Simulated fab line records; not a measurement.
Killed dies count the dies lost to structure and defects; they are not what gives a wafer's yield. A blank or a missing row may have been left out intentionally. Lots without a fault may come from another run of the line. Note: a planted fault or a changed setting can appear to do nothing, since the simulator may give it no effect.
fab line records	flow n5Finfet	part 2 of 2: steps 5 to 6 of 6
[record] lots = 20	wafers = 60	lastDay = 17
route steps=1938 shown GATE_CUT@473
lots that met no fault: taken from a fault-free run of the same line
startH: hours from the record's opening day to when the first of the lot's shown wafers began	waitH: how many hours have passed since the lot's step before this one	" same as the row above	L1.1+2: one row covering several wafers at once	- no value, or no start given	* or withheld: withheld	< > ~ a bound
route shown NAME@n: names a module that has steps shown in the file, with the first one's number in the route	usual: mean and standard deviation over wafers with no fault	same: alike in all rows	chamber/n: place in a boat	sites: per-site readings	_std_site: the standard deviation of these	_edge_site: mean of outer sites minus mean of inner sites	radiusMm: for every site, how far away it sits from the centre of the wafer	mask NAME#n: copy n	behind: the most recent tool/chamber to have shaped the wafer	hold: why the lot went on hold/how many hours it stayed there/how the hold came to an end	device: the n, p or np transistor that did not switch	end of line: tests run on the same wafers once the route is complete	for a step that has no rows: nothing shown but its recipe	killed: at the first sort, the dies lost to defects and structure; wafer yield is something else	map: the dies of a wafer, with x for killed, . for not killed, _ for no die there
set.NAME: the setting the step ran with; set.NAME@STEP: the setting that earlier step ran with	model.NAME: the simulator's own value behind a step, which no gauge read
one table for each step of the route and one row for each wafer, over a sample of lots
services: when a tool's chamber went out of use (startH, in hours from the record's first day, below 0 if earlier), for how many hours, and the reason
[[steps]]
[step N5_GATE_CUT_HM_OPEN_40]
[recipe] chemistry = C4F6/O2	target = SiO2	maskMaterial = SiARC	targetDepthA = 1390	timeS = 85.1	ionEnergyEv = 250	pressureMtorr = 30	sourceW = 345	biasW = 185	Ar_flow_sccm = 300	C4F6_flow_sccm = 10	O2_flow_sccm = 10	ends = cleared
[usual] drypumpMotorCurrentA = 5.6/0.31	etchRfOnTimeS = 94.4/1.6	oesProductAu = 0.70/0.051	rfVppV = 660/8.4	showerheadPlenumPTorr = 2.74/0.098	throttleValvePct = 20.83/0.2
lot.wafer	tool	chamber	startH	waitH	drypumpMotorCurrentA	etchRfOnTimeS	oesProductAu	rfHoursCounterH	rfVppV	showerheadPlenumPTorr	throttleValvePct
L074.3	rieDiel-04	3	81.57	0.0	6.0	92.1	0.72	96	678	2.76	20.61
L074.4	"	1	"	"	5.1	97.7	0.65	187	666	2.72	21.18
L074.6	"	1	"	"	5.1	96.1	0.66	-	665	2.72	21.17
L075.3	rieDiel-03	3	90.30	0.0	5.3	92.7	0.67	174	656	2.72	20.96
L075.4	"	1	"	"	6.1	93.5	0.85	14	650	2.79	20.66
L075.5	"	3	"	"	5.3	95.1	0.67	-	656	2.72	20.97
L077.1	rieDiel-04	0	103.62	0.0	5.2	96.4	0.64	213	656	2.80	20.78
L077.4	"	3	"	"	6.1	94.7	0.72	103	676	2.76	20.58
L077.5	"	0	"	"	5.2	94.7	0.64	-	656	2.80	20.77
L078.2	rieDiel-04	1	110.65	0.0	5.1	95.6	0.65	195	667	2.72	21.20
L078.5	"	2	"	"	5.8	95.9	0.69	-	659	2.65	20.83
L078.6	"	3	"	"	6.0	95.7	0.72	-	677	2.75	20.59
L080.2	rieDiel-03	2	120.72	0.0	5.4	94.0	0.71	116	648	2.66	20.77
L080.3	"	1	"	"	6.1	93.7	0.83	24	651	2.78	20.66
L080.4	"	0	"	"	5.5	94.9	0.71	120	666	2.64	20.96
L081.1	rieDiel-03	1	125.52	0.0	6.1	93.4	0.82	26	650	2.78	20.63
L081.3	"	2	"	"	5.4	95.1	0.71	118	649	2.66	20.77
L081.4	"	0	"	"	5.4	97.4	0.70	121	665	2.64	20.95
L082.2	rieDiel-03	2	131.20	0.0	5.4	93.5	0.71	119	649	2.66	20.79
L082.3	"	0	"	"	5.5	95.7	0.69	123	665	2.64	20.93
L082.4	"	1	"	"	6.1	94.2	0.83	27	650	2.78	20.67
L083.1	rieDiel-04	1	136.36	0.0	5.1	95.4	0.65	202	665	2.71	21.20
L083.5	"	3	"	"	6.0	93.1	0.71	-	677	2.75	20.61
L083.6	"	0	"	"	5.2	96.6	0.62	-	656	2.80	20.79
L084.1	rieDiel-03	3	144.00	0.0	5.3	95.1	0.65	192	654	2.72	20.98
L084.5	"	2	"	"	5.4	96.7	0.70	-	649	2.65	20.80
L084.6	"	1	"	"	6.1	94.3	0.81	-	650	2.78	20.65
L085.2	rieDiel-01	3	155.55	0.0	5.6	93.4	0.70	136	659	2.65	21.12
L085.3	"	2	"	"	5.8	92.9	0.73	110	669	2.86	20.51
L085.4	"	1	"	"	6.0	96.0	0.67	166	668	2.96	20.70
L086.2	rieDiel-01	1	160.85	0.0	6.0	94.1	0.66	168	668	2.96	20.69
L086.3	"	2	"	"	5.7	91.0	0.73	112	670	2.86	20.52
L086.6	"	3	"	"	5.5	95.1	0.69	-	661	2.65	21.12
L087.2	rieDiel-04	3	166.26	0.0	6.0	92.0	0.71	121	676	2.75	20.63
L087.4	"	1	"	"	5.1	94.6	0.65	-	666	2.71	21.22
L087.5	"	3	"	"	6.0	94.4	0.71	-	678	2.75	20.62
L088.3	rieDiel-01	1	175.64	0.0	6.0	93.5	0.66	173	669	2.95	20.68
L088.4	"	3	"	"	5.6	95.0	0.68	-	660	2.65	21.11
L088.6	"	1	"	"	6.0	96.1	0.65	-	670	2.95	20.71
L090.1	rieDiel-03	0	181.23	0.0	5.5	96.1	0.69	138	665	2.64	21.01
L090.5	"	1	"	"	6.1	95.0	0.79	-	648	2.77	20.68
L090.6	"	0	"	"	5.5	96.6	0.69	-	666	2.64	20.99
L091.2	rieDiel-03	2	187.72	0.0	5.4	94.4	0.69	137	648	2.65	20.80
L091.5	"	3	"	"	5.3	95.5	0.64	-	655	2.71	21.02
L091.6	"	0	"	"	5.4	96.8	0.68	-	665	2.64	20.99
L092.1	rieDiel-03	2	197.89	0.0	5.4	93.3	0.69	141	650	2.65	20.83
L092.2	"	0	"	"	5.4	92.3	0.69	143	665	2.63	21.00
L092.4	"	3	"	"	5.3	92.6	0.65	208	656	2.71	21.01
L093.1	rieDiel-03	1	200.23	0.0	6.1	92.9	0.79	49	649	2.77	20.69
L093.3	"	3	"	"	5.3	95.7	0.64	209	656	2.71	21.03
L093.6	"	2	"	"	5.4	97.2	0.68	-	647	2.65	20.81
L094.2	rieDiel-03	0	207.34	0.0	5.4	92.4	0.68	147	664	2.63	20.99
L094.4	"	1	"	"	6.1	91.7	0.79	51	648	2.77	20.69
L094.5	"	0	"	"	5.4	94.5	0.69	-	664	2.63	21.01
L095.4	rieDiel-01	0	212.43	0.0	5.7	91.9	0.73	86	657	2.88	20.59
L095.5	"	1	"	"	5.9	96.8	0.65	-	669	2.95	20.70
L095.6	"	2	"	"	5.7	92.5	0.71	-	669	2.85	20.53
L096.2	rieDiel-01	2	217.91	0.0	5.7	92.9	0.70	131	669	2.85	20.54
L096.4	"	1	"	"	6.0	96.8	0.65	188	668	2.95	20.71
L096.6	"	0	"	"	5.7	93.3	0.73	-	656	2.88	20.59
[step N5_GATE_CUT_ETCH_47]
[recipe] chemistry = Cl2/BCl3	target = SiO2	targetDepthA = 100	pressureMtorr = 10	icpW = 1000	biasW = 126	Cl2_flow_sccm = 53.25	bcl3FlowSccm = 21.75	Ar_flow_sccm = 25
[usual] drypumpMotorCurrentA = 5.6/0.46	oesProductAu = 0.70/0.1	throttleValvePct = 22.78/0.22
lot.wafer	tool	chamber	startH	waitH	drypumpMotorCurrentA	oesProductAu	rfHoursCounterH	throttleValvePct
L074.3	rieMetal-02	1	81.96	0.0	5.3	0.90	-	22.68
L074.4	"	0	"	"	5.6	0.65	-	22.52
L074.6	"	1	"	"	5.4	0.90	-	22.69
L075.3	rieMetal-02	1	90.69	0.0	5.3	0.88	-	22.68
L075.4	"	0	"	"	5.5	0.65	-	22.52
L075.5	"	0	"	"	5.5	0.65	-	22.51
L077.1	rieMetal-01	1	103.99	0.0	5.2	0.61	122	22.89
L077.4	"	0	"	"	6.8	0.81	-	22.45
L077.5	"	1	"	"	5.2	0.61	-	22.90
L078.2	rieMetal-02	0	111.02	0.0	5.6	0.65	112	22.51
L078.5	"	0	"	"	5.6	0.64	-	22.51
L078.6	"	1	"	"	5.4	0.88	-	22.70
L080.2	rieMetal-01	0	121.10	0.0	6.8	0.80	27	22.46
L080.3	"	1	"	"	5.2	0.60	-	22.90
L080.4	"	0	"	"	6.8	0.81	-	22.47
L081.1	rieMetal-03	1	125.90	0.0	5.7	0.63	119	22.96
L081.3	"	1	"	"	5.7	0.63	-	22.96
L081.4	"	0	"	"	5.4	0.65	-	23.04
L082.2	rieMetal-03	1	131.58	0.0	5.7	0.62	120	22.96
L082.3	"	1	"	"	5.7	0.63	-	22.97
L082.4	"	0	"	"	5.4	0.66	-	23.06
L083.1	rieMetal-03	1	136.74	0.0	5.7	0.62	120	22.97
L083.5	"	1	"	"	5.7	0.62	-	22.95
L083.6	"	0	"	"	5.4	0.66	-	23.07
L084.1	rieMetal-03	1	144.38	0.0	5.7	0.62	121	22.96
L084.5	"	0	"	"	5.5	0.65	-	23.05
L084.6	"	1	"	"	5.7	0.62	-	22.97
L085.2	rieMetal-02	1	155.95	0.0	5.3	0.86	13	22.67
L085.3	"	1	"	"	5.4	0.86	-	22.69
L085.4	"	0	"	"	5.6	0.64	-	22.53
L086.2	rieMetal-01	0	161.23	0.0	6.8	0.80	31	22.49
L086.3	"	1	"	"	5.2	0.60	-	22.89
L086.6	"	0	"	"	6.8	0.81	-	22.49
L087.2	rieMetal-03	0	166.64	0.0	5.4	0.65	102	23.07
L087.4	"	1	"	"	5.7	0.62	-	22.97
L087.5	"	1	"	"	5.7	0.63	-	22.96
L088.3	rieMetal-02	0	176.03	0.0	5.6	0.63	-	22.53
L088.4	"	1	"	"	5.4	0.84	-	22.69
L088.6	"	0	"	"	5.6	0.63	-	22.55
L090.1	rieMetal-02	0	181.61	0.0	5.6	0.63	118	22.53
L090.5	"	1	"	"	5.4	0.85	-	22.69
L090.6	"	0	"	"	5.6	0.63	-	22.53
L091.2	rieMetal-02	1	188.10	0.0	5.3	0.85	16	22.69
L091.5	"	0	"	"	5.5	0.64	-	22.52
L091.6	"	1	"	"	5.4	0.85	-	22.70
L092.1	rieMetal-03	0	198.27	0.0	5.4	0.65	104	23.07
L092.2	"	1	"	"	5.7	0.61	125	22.98
L092.4	"	1	"	"	5.7	0.61	-	22.98
L093.1	rieMetal-03	1	200.61	0.0	5.7	0.61	126	22.97
L093.3	"	1	"	"	5.7	0.61	-	22.98
L093.6	"	1	"	"	5.7	0.61	-	22.97
L094.2	rieMetal-02	1	207.72	0.0	5.3	0.85	18	22.69
L094.4	"	0	"	"	5.6	0.63	-	22.54
L094.5	"	1	"	"	5.3	0.84	-	22.70
L095.4	rieMetal-03	0	212.82	0.0	5.4	0.65	-	23.08
L095.5	"	1	"	"	5.7	0.61	-	22.98
L095.6	"	0	"	"	5.4	0.64	-	23.08
L096.2	rieMetal-02	0	218.29	0.0	5.6	0.63	122	22.55
L096.4	"	1	"	"	5.4	0.84	-	22.71
L096.6	"	0	"	"	5.6	0.62	-	22.53
[[services]]
tool	chamber	startH	hours	kind
rieDiel-03	0	57.29	12.0	repair
aldSin-02	-	67.35	0.4	repair
rieDiel-03	3	68.58	5.6	repair
aldSin-03	-	85.25	14.0	pm
aldSin-03	0	85.25	14.0	ventCycle
aldSin-03	1	85.25	14.0	ventCycle
aldSin-03	2	85.25	14.0	ventCycle
aldSin-03	3	85.25	14.0	ventCycle
rieDiel-01	2	91.81	7.0	repair
rieMetal-02	1	98.60	8.7	repair
aldSin-03	0	99.25	-	clean
aldSin-03	1	99.25	-	clean
aldSin-03	2	99.25	-	clean
aldSin-03	3	99.25	-	clean
aldSin-02	0	112.51	-	calibration
aldSin-03	-	131.06	1.0	repair
rieDiel-01	3	135.21	3.0	repair
rieDiel-04	0	154.84	11.5	repair
rieDiel-01	-	181.01	0.5	repair
aldSin-03	2	182.01	9.5	repair
rieMetal-01	0	192.64	4.8	repair
rieMetal-01	-	199.62	14.6	pm
rieDiel-03	-	211.39	14.6	pm
aldSin-01	-	212.25	1.2	repair
